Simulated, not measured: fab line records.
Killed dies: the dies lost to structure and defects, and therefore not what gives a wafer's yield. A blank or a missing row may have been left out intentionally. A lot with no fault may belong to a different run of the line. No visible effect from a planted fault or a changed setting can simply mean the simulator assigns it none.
fab line records | flow n5_finfet
record: lots: 4 wafers: 12 last_day: 16
route steps=1938 shown DUMMY_GATE@223 SPACER0@258 SD_EPI_N@262 BEOL_M4@1111 PASSIVATION@1936
lots that met no fault: from a run of the same line without faults
start_h: hours from the record's opening day to when the first of the lot's shown wafers began | wait_h: time in hours since the lot's previous step | " the same as in the row above | L1.1+2: one row covering several wafers at once | - value missing, or start not given | * or withheld: withheld | < > ~ a bound
route shown NAME@n: names a module that has steps shown in the file, with the first one's number in the route | usual: average and standard deviation across the fault-free wafers | same: alike in all rows | chamber/n: place in a boat | sites: the reading at each site | _std_site: standard deviation of those values | _edge_site: the outer-site mean with the inner-site mean subtracted | radius_mm: how far each site lies from the wafer's centre | mask NAME#n: copy n | behind: the tool/chamber that last shaped the wafer | hold: the reason the lot was held/the length of the hold in hours/how it ended | device: the n, p or np transistor that did not switch | end of line: at the end of the route, the tests of the same wafers | for a step that has no rows: nothing shown but its recipe | killed: dies lost to structure and defects at the first sort, not the wafer's yield | map: dies across one wafer; x = killed, . = not, _ = none there
set.NAME: the setting the step ran with; set.NAME@STEP: the setting that earlier step ran with | model.NAME: the simulator's own value behind a step, which no gauge read
lots seen at some steps along the route; tables by step, rows by wafer
services: the hour from which a tool's chamber was out of use, counted from the record's first day as start_h (under 0 if before that day), plus the number of hours and why
== steps ==
step: N5_DUMMY_GATE_COAT_35
recipe: resist: SiARC temp_c: 220 time_s: 60 spin_rpm: 1500 resist_thk_nm: 10
step: N5_DUMMY_GATE_COAT_28
recipe: resist: underlayer temp_c: 205 time_s: 60 spin_rpm: 1500 resist_thk_nm: 10
step: N5_DUMMY_GATE_COAT_09
recipe: resist: CAR-EUV spin_rpm: 1500 resist_thk_nm: 30
step: N5_DUMMY_GATE_EBR_11
recipe: solvent: PGMEA ebr_width_mm: 1.5
step: N5_DUMMY_GATE_SOFTBAKE_10
recipe: temp_c: 110 time_s: 60 resist: CAR-EUV
step: N5_DUMMY_GATE_EXPOSE_12
recipe: mask_id: GATE na: 0.33 source_shape: annular sigma_inner: 0.2 sigma_outer: 0.6 polarization: unpolarized target_cd_nm: 25 dose_mj: 34
step: N5_DUMMY_GATE_PEB_13
recipe: peb_temp_c: 100 peb_time_s: 60 resist: CAR-EUV
step: N5_DUMMY_GATE_DEVELOP_14
recipe: develop_time_s: 30 developer: TMAH resist: CAR-EUV rinse_liquid: surfactant_rinse dry: air_spin dev_temp_c: 23
step: N5_DUMMY_GATE_DESCUM_20
recipe: chemistry: O2 time_s: 6.2 source_power_w: 50 bias_power_w: 20 pressure_mtorr: 20 rf_frequency_hz: 2.712e+07 temp_c: 40 resist: CAR-EUV o2_flow_sccm: 225
step: N5_DUMMY_GATE_ETCH_29
recipe: chemistry: N2/H2 target: underlayer target_depth_a: 130 ion_energy_ev: 200 pressure_mtorr: 30 source_w: 840 bias_w: 150 n2_flow_sccm: 200 h2_flow_sccm: 200
usual: drypump_motor_current_A: 5.8/0.42 oes_product_au: 0.77/0.066 rf_vpp_V: 523.7/2.7 showerhead_plenum_p_Torr: 2.54/0.095 throttle_valve_pct: 17.99/0.21
columns lot.wafer tool chamber start_h wait_h drypump_motor_current_A oes_product_au rf_hours_counter_h rf_vpp_V showerhead_plenum_p_Torr throttle_valve_pct
L905.1 rie_diel-04 0 49.88 0.0 5.9 0.79 108 520.1 2.45 17.63
L905.2 " 1 " " 5.3 0.83 82 522.5 2.46 17.56
L905.3 " 3 " " 6.4 0.81 97 519.2 2.36 18.13
L908.4 rie_diel-04 0 70.17 0.0 5.9 0.77 117 522.9 2.45 17.63
L908.5 " 2 " " 6.2 0.70 - 522.3 2.51 17.99
L908.6 " 1 " " 5.3 0.82 - 521.8 2.46 17.58
L912.2 rie_diel-04 0 92.72 0.0 5.9 0.77 121 522.0 2.45 17.65
L912.5 " 1 " " 5.3 0.82 - 522.0 2.46 17.57
L912.6 " 2 " " 6.2 0.70 - 522.0 2.51 17.99
L919.1 rie_diel-05 1 135.13 0.0 5.6 0.74 172 527.6 2.65 17.77
L919.3 " 2 " " 5.1 0.83 82 525.0 2.58 18.15
L919.5 " 3 " " 5.7 0.70 - 520.3 2.40 17.82
step: N5_DUMMY_GATE_ETCH_36
recipe: chemistry: CF4 target: SiARC target_depth_a: 130 pressure_mtorr: 40 source_w: 545 bias_w: 36 Ar_flow_sccm: 100 cf4_flow_sccm: 100 ion_energy_ev: 80
step: N5_DUMMY_GATE_ETCH_37
recipe: chemistry: N2/H2 target: SOC target_depth_a: 600 overetch_a: 300 temp_c: 40 ion_energy_ev: 200 pressure_mtorr: 30 source_w: 840 bias_w: 150 n2_flow_sccm: 200 h2_flow_sccm: 200
step: N5_DUMMY_GATE_STRIP_38
recipe: chemistry: N2/H2 temp_c: 40 n2_flow_sccm: 200 h2_flow_sccm: 200 rf_frequency_hz: 6e+07
step: N5_DUMMY_GATE_STRIP_39
recipe: chemistry: N2/H2 temp_c: 40 n2_flow_sccm: 200 h2_flow_sccm: 200 rf_frequency_hz: 6e+07
step: N5_DUMMY_GATE_TRIM_49
recipe: chemistry: O2 resist: SOC time_s: 29 target_cd_nm: 14 source_power_w: 300 bias_power_w: 0 O2_flow_sccm: 100 temp_c: 20
step: N5_DUMMY_GATE_STRIP_40
recipe: chemistry: CF4 resist: SiARC power_w: 300 bias_power_w: 75 pressure_mtorr: 50 cf4_flow_sccm: 150 rf_frequency_hz: 6e+07
step: N5_DUMMY_GATE_ETCH_31
recipe: chemistry: C4F6/O2 target: SiO2 mask_material: SOC target_depth_a: 825 time_s: 27.5 ion_energy_ev: 250 pressure_mtorr: 30 source_w: 345 bias_w: 185 Ar_flow_sccm: 300 C4F6_flow_sccm: 10 O2_flow_sccm: 10
step: N5_DUMMY_GATE_STRIP_41
recipe: chemistry: O2 power_w: 400 temp_c: 40 pressure_mtorr: 30 rf_frequency_hz: 6e+07 bias_power_w: 0 overash_fraction: 0.3 o2_flow_sccm: 225
step: N5_DUMMY_GATE_HM_OPEN_21
recipe: chemistry: CH3F/O2 target: SiNx target_depth_a: 1200 Ar_flow_sccm: 150 CH3F_flow_sccm: 30 O2_flow_sccm: 23 time_s: 171.4 pressure_mtorr: 30 source_w: 395 bias_w: 73 ion_energy_ev: 120.7
step: N5_DUMMY_GATE_ETCH_32
recipe: chemistry: CF4 target: SiO2 target_depth_a: 35 time_s: 3.9 ion_energy_ev: 350 pressure_mtorr: 10 icp_w: 800 bias_w: 400 cf4_flow_sccm: 80
step: N5_DUMMY_GATE_ETCH_23
recipe: chemistry: HBr/Cl2/O2 HBr_flow_sccm: 150 Cl2_flow_sccm: 80 O2_flow_sccm: 12 bias_w: 102 target_depth_a: 410 time_s: 22.3 target: poly-Si mask_material: SiO2 pressure_mtorr: 10 icp_w: 800
step: N5_DUMMY_GATE_ETCH_44
recipe: chemistry: HBr/O2 over_etch_frac: 0.7 target_depth_a: 1275 stop_on: SiO2 ion_energy_ev: 60 bias_w: 20 target: poly-Si mask_material: SiO2 pressure_mtorr: 20 icp_w: 400 HBr_flow_sccm: 120 O2_flow_sccm: 10
step: N5_DUMMY_GATE_ETCH_42
recipe: chemistry: CHF3/O2 target: SiO2 target_depth_a: 35 time_s: 31 ion_energy_ev: 30 bias_w: 12 pressure_mtorr: 30 source_w: 600 Ar_flow_sccm: 200 CHF3_flow_sccm: 50 O2_flow_sccm: 5
step: N5_DUMMY_GATE_STRIP_48
recipe: chemistry: N2/H2 time_s: 20 power_w: 100 temp_c: 40 pressure_mtorr: 100 rf_frequency_hz: 6e+07 bias_power_w: 3 n2_flow_sccm: 300 h2_flow_sccm: 300
step: N5_DUMMY_GATE_PRECLEAN_33
recipe: chemistry: dHF time_s: 10 dilution: 750:1 temp_c: 25
step: N5_DUMMY_GATE_PRECLEAN_25
recipe: chemistry: O3/DIW time_s: 45 temp_c: 22 o3_ppm: 10
step: N5_DUMMY_GATE_PRECLEAN_51
recipe: chemistry: SC2 time_s: 45 temp_c: 35 mix: 1:1:50
step: N5_DUMMY_GATE_SRD_26
recipe: dry: ipa_marangoni time_s: 30 temp_c: 23 rinse_liquid: diw
step: N5_DUMMY_GATE_UV_OZONE_45
recipe: time_s: 120 pressure_torr: 760 temp_c: 25
step: N5_DUMMY_GATE_INSPECT_27
recipe: inspect_instrument: brightfield mode: aei
usual: raw_defect_count: 319/84
columns lot.wafer tool chamber start_h wait_h raw_defect_count
L905.1 defect_inspect-01 - 50.98 0.0 355
L905.2 " - " " 405
L905.3 " - " " 329
L908.4 defect_inspect-01 - 71.26 0.0 1335
L908.5 " - " " 1268
L908.6 " - " " 1372
L912.2 defect_inspect-01 - 93.88 0.0 1364
L912.5 " - " " 1420
L912.6 " - " " 1387
L919.1 defect_inspect-02 - 136.33 0.0 193
L919.3 " - " " 263
L919.5 " - " " 254
step: N5_SPACER0_ALD_07
recipe: material: SiNx target_thk_a: 20 temp_c: 400 ald_precursor_family: SiH2I2 ald_co_reactant: N2/H2-plasma pressure_torr: 2
step: N5_SPACER0_ALD_00
recipe: material: SiOCN target_thk_a: 35 temp_c: 400 ald_precursor_family: alkyl-aminosilane ald_co_reactant: O2/N2-plasma pulse_time_s: 3 purge_time_s: 2 co_reactant_purge_time_s: 2 ald_cycles: 58 pressure_torr: 2
step: N5_SPACER0_ALD_08
recipe: material: SiNx target_thk_a: 20 temp_c: 400 ald_precursor_family: SiH2I2 ald_co_reactant: N2/H2-plasma pressure_torr: 2
step: N5_SPACER0_INSPECT_04
recipe: inspect_instrument: darkfield mode: post_dep
usual: raw_defect_count: 142/32
columns lot.wafer tool chamber start_h wait_h raw_defect_count
L905.1 defect_inspect-02 - 51.59 0.1 136
L905.2 " - " " 146
L905.3 " - " " 163
L908.4 defect_inspect-01 - 72.46 0.1 1155
L908.5 " - " " 1158
L908.6 " - " " 1230
L912.2 defect_inspect-02 - 94.48 0.1 1214
L912.5 " - " " 1247
L912.6 " - " " 1257
L919.1 defect_inspect-02 - 136.93 0.1 107
L919.3 " - " " 141
L919.5 " - " " 137
step: N5_SD_EPI_N_COAT_32
recipe: resist: SOC temp_c: 250 time_s: 60 spin_rpm: 1500 resist_thk_nm: 350
step: N5_SD_EPI_N_COAT_33
recipe: resist: SiARC temp_c: 220 time_s: 60 spin_rpm: 1500 resist_thk_nm: 35
step: N5_SD_EPI_N_COAT_03
recipe: resist: CAR-ArF-block spin_rpm: 1500 resist_thk_nm: 150
step: N5_SD_EPI_N_INSPECT_11
recipe: mode: adi inspect_instrument: macro
usual: raw_defect_count: 2.0/1.4
columns lot.wafer tool chamber start_h wait_h raw_defect_count
L905.1 defect_inspect-01 - 51.92 0.0 3
L905.2 " - " " 2
L905.3 " - " " 1
L908.4 defect_inspect-02 - 72.78 0.0 >300
L908.5 " - " " >300
L908.6 " - " " >300
L912.2 defect_inspect-01 - 94.94 0.0 >300
L912.5 " - " " >300
L912.6 " - " " >300
L919.1 defect_inspect-02 - 137.26 0.0 0
L919.3 " - " " 2
L919.5 " - " " 0
step: N5_SD_EPI_N_INSPECT_26
recipe: inspect_instrument: darkfield mode: post_epi
usual: raw_defect_count: 210/39
columns lot.wafer tool chamber start_h wait_h raw_defect_count
L905.1 defect_inspect-02 - 57.00 0.2 200
L905.2 " - " " 217
L905.3 " - " " 197
L908.4 defect_inspect-01 - 77.81 0.1 1201
L908.5 " - " " 1197
L908.6 " - " " 1281
L912.2 defect_inspect-01 - 99.19 0.1 1318
L912.5 " - " " 1316
L912.6 " - " " 1393
L919.1 defect_inspect-02 - 141.24 0.1 155
L919.3 " - " " 176
L919.5 " - " " 166
step: N5_BEOL_M4_RC_MEAS_101
usual: DIBL_N: 36.1/1.4 DIBL_P: 36.3/1.4 IOFF_N: 0.154/0.021 IOFF_P: 0.21/0.032 ION_N: 670/8.1 ION_P: 461/7 SS_N: 71.4/0.49 SS_P: 73.3/0.5 VT_N: 250.4/2.6 VT_P: -250/3.7
columns lot.wafer tool chamber start_h wait_h DIBL_N[mV/V] DIBL_P[mV/V] IOFF_N[nA/um] IOFF_P[nA/um] ION_N[uA/um] ION_P[uA/um] SS_N[mV/dec] SS_P[mV/dec] VT_N[mV] VT_P[mV]
L905.1 prober-02 0 184.41 0.0 34.1 34.8 0.128 0.17 662 455 71.5 73.2 252.8 -254
L905.2 " 0 " " 35.2 36.4 0.147 0.18 669 458 71.7 73.1 250.0 -252
L905.3 " 0 " " 36.3 36.7 0.159 0.20 665 454 71.8 74.1 253.6 -253
L908.4 prober-01 0 209.11 0.5 37.2 36.5 0.156 0.23 670 467 71.3 73.6 250.0 -249
L908.5 " 0 " " 36.8 35.5 0.141 0.20 676 467 71.2 72.6 254.0 -250
L908.6 " 0 " " 35.6 34.3 0.123 0.19 664 459 71.4 73.0 253.6 -251
L912.2 prober-02 0 228.20 0.2 34.6 34.5 0.141 0.24 664 466 71.4 73.2 252.3 -246
L912.5 " 0 " " 36.5 36.4 0.174 0.28 677 472 71.2 73.9 247.8 -245
L912.6 " 0 " " 35.3 34.7 0.140 0.24 663 468 70.4 73.1 252.6 -247
L919.1 prober-02 0 271.42 0.0 35.6 36.6 0.154 0.22 686 469 72.2 73.0 248.0 -248
L919.3 " 0 " " 35.3 36.4 0.163 0.21 673 465 72.3 73.8 248.3 -248
L919.5 " 0 " " 36.0 36.9 0.163 0.22 676 459 71.8 73.4 249.3 -249
step: N5_PASSIVATION_PROBE_49
usual: defect_limited_yield: 91.0/1.6 killed_at_M0_to_M3: 35/11 killed_at_M4_up: 14/5.1 killed_at_contacts: 12/6.6 killed_at_front_end: 41/12 killed_at_other: 4/3 killed_dies: 107/19 killed_open: 70/15 killed_short: 35/8.5 sort_bin_5_function: 5.3/1 sort_bin_6_memory: 3.4/0.73 sort_n_pass: 1073/19 sort_yield_pct: 91.0/1.6
same: gross_dies: 1180 killed_at_back_side: 0 sort_bin_4_leakage[%]: 0 sort_bin_8_speed[%]: 0
columns lot.wafer tool chamber start_h wait_h defect_limited_yield[%] killed_at_M0_to_M3 killed_at_M4_up killed_at_contacts killed_at_front_end killed_at_other killed_dies killed_open killed_short sort_bin_5_function[%] sort_bin_6_memory[%] sort_n_pass sort_yield_pct[%]
L908.4 prober-01 - 318.58 0.2 83.1 28 9 5 146 12 200 61 36 9.2 4.4 980 83.1
L908.5 prober-01 - 318.63 0.2 80.4 21 10 11 182 7 231 55 30 11.0 4.4 949 80.4
L908.6 prober-01 - 318.68 0.3 80.8 20 11 8 182 6 227 54 29 12.1 3.9 953 80.8
L912.2 prober-01 - 332.37 0.1 82.0 42 14 9 143 4 212 78 35 10.7 4.2 968 82.0
L912.5 prober-01 - 332.52 0.2 81.0 27 10 7 179 1 224 42 31 11.0 4.0 956 81.0
L912.6 prober-01 - 332.57 0.3 81.6 23 8 9 177 0 217 43 29 11.4 3.6 963 81.6
killed by level:class
L908.4 DUMMY_GATE:unspecified=101 FIN_SAQP:geometric_particle:short=9 FIN_SAQP:geometric_particle:open=8 BEOL_M2:geometric_particle:open=7 BEOL_M3:geometric_particle:open=6 DUMMY_GATE:geometric_particle:open=5 STARTING-WAFER:geometric_particle:short=5 PAD_METAL:geometric_particle:open=4
L908.5 DUMMY_GATE:unspecified=145 FIN_SAQP:geometric_particle:open=8 GATE_CUT:geometric_particle:short=8 MOL_CONTACT_COAG:geometric_particle:open=8 FIN_SAQP:geometric_particle:short=7 STARTING-WAFER:geometric_particle:open=6 BEOL_M3:geometric_particle:open=6 BEOL_M0_SAQP:geometric_particle:open=4
L908.6 DUMMY_GATE:unspecified=143 DUMMY_GATE:geometric_particle:open=10 FIN_SAQP:geometric_particle:open=8 MOL_CONTACT_COAG:geometric_particle:open=6 GATE_CUT:geometric_particle:short=5 BEOL_M1:geometric_particle:open=5 FIN_SAQP:geometric_particle:short=4 BEOL_M0_SAQP:geometric_particle:short=4
L912.2 DUMMY_GATE:unspecified=97 STI_FIN_REVEAL:geometric_particle:open=17 BEOL_M0_SAQP:geometric_particle:short=11 BEOL_M0_SAQP:geometric_particle:open=9 MOL_CONTACT_COAG:geometric_particle:open=7 BEOL_M2:geometric_particle:open=7 FIN_SAQP:geometric_particle:short=6 DUMMY_GATE:geometric_particle:open=6
L912.5 DUMMY_GATE:unspecified=150 BEOL_M3:geometric_particle:open=9 STI_FIN_REVEAL:geometric_particle:open=7 BEOL_M0_SAQP:geometric_particle:short=7 FIN_SAQP:geometric_particle:open=5 GATE_CUT:geometric_particle:short=5 MOL_CONTACT_COAG:geometric_particle:open=4 BEOL_M4:geometric_particle:short=4
L912.6 DUMMY_GATE:unspecified=143 FIN_SAQP:geometric_particle:open=9 MOL_CONTACT_COAG:geometric_particle:open=8 BEOL_M0_SAQP:geometric_particle:short=5 FIN_SAQP:geometric_particle:short=4 DUMMY_GATE:geometric_particle:short=4 BEOL_M0_SAQP:geometric_particle:open=4 BEOL_M1:geometric_particle:short=4
map L908.5 (x killed, . not)
_________________............________________
______________x.....x..........._____________
___________...............x.x......__________
__________....x.x..............x...._________
________.......................x......_______
_______.............................x..______
______......x.x..x....x.........x......._____
_____.........x.....x..........x.....xx..____
____............xx..x....x............x.x.___
___..x...x...........x..x.....x.x....xx....__
___.......x........................x.xxx...__
__.....x.......x..............x.xxxxxxxxx..x_
__...................x.....x..xxxxxxxxxxx..x_
_.........x.................xxxxxxxxxxxxxxxx.
_..........................x.xxxxxxxxxxxxxx.x
_............................xxxxxxxxxxxxxx..
_...x.......................xxxxxxxxxxxxxxxxx
_.................x..........xxxxxxxxxxxxx.x.
_.............x.............x.xxxxxxxxxxxxx..
_.x.......x..............x...x.xxxxxxxxxxxx..
_......................x.......x.xxxxxxx.x.x.
__......................x.........xxxxx....._
__.....x.....x.......x...x.....x.x.........._
___....................x......x............__
___....................x.x..xx.............__
____...................x.........xx.......___
_____x................................x..____
______..........................x......._____
_______.x.....x....x...........xx......______
________.x...x.............x.x...xx.x._______
__________.x....x.x................._________
___________......xx.......x...x....__________
______________.....x............_____________
_________________............________________
map L912.5 (x killed, . not)
_________________............________________
______________.......x.........._____________
___________x...x..........x.....x..__________
__________.................xx......._________
________.............................._______
_______........................xxxx....______
______................................x._____
_____.....x....................x...x.....____
____......x......................xx.......___
___.........x...............xx.x.x.xx.x.x..__
___..........x.........x......x.xxxx.x.....__
__....x.............x........xxxxxxxxx......_
__.x.....................x...xxxxxxxxxxx...._
_..........xx....x.....x.x.xxxxxxxxxxxxx.x...
_......x......x..........x.xxxxxxxxxxxxxxx...
_....x.............x.....x.xxxxxxxxxxxxxxx...
_................x........xxxxxxxxxxxxxxxxx..
_.....x.x........x........xxxxxxxxxxxxxx.x..x
_.........x.............x..xxxxxxxxxxxxxxx...
_.x.........................xxxxxxxxxxx.x....
_....x........x...........x..x.xxxx.xx.......
__............................xx.x.xx......._
__...........x..x..............x.x.x........_
___.....................................x..__
___............x...................x.......__
____.....x................................___
_____...........x......................x.____
______.........x......................x._____
_______.....................x...x......______
________x...x....xx.x...x....x...x...._______
__________.......x...x.....x........_________
___________........x...............__________
______________.................._____________
_________________...........x________________
== services ==
columns tool chamber start_h hours kind
rie_diel-04 - 124.52 2.8 pm
== key ==
first_sign: step: N5_DUMMY_GATE_INSPECT_27 reading: raw_defect_count direction: up sigmas: 12 usual: 319 struck: 1358
effect: step: N5_SPACER0_INSPECT_04 reading: raw_defect_count direction: up sigmas: 33 usual: 142 struck: 1210
effect: step: N5_SD_EPI_N_INSPECT_11 reading: raw_defect_count direction: up sigmas: 99+ usual: 2.0 struck: >300
effect: step: N5_SD_EPI_N_INSPECT_26 reading: raw_defect_count direction: up sigmas: 28 usual: 210 struck: 1284
effect: step: N5_PASSIVATION_PROBE_49 reading: killed_at_front_end direction: up sigmas: 10 usual: 41 struck: 168
more_kills_born_at: N5_DUMMY_GATE_ETCH_29@rie_diel-04: 779
met_at N5_DUMMY_GATE_ETCH_29
struck_wafers L908.4,L908.5,L908.6,L912.2,L912.5,L912.6
onset_between 49.88 70.17
fault: kind: chamber_particle_source tool: rie_diel-04 chamber: - onset_h: 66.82 steps: N5_DUMMY_GATE_ETCH_29 rate_per_visit_cm2: 1.6533 end_h: 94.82
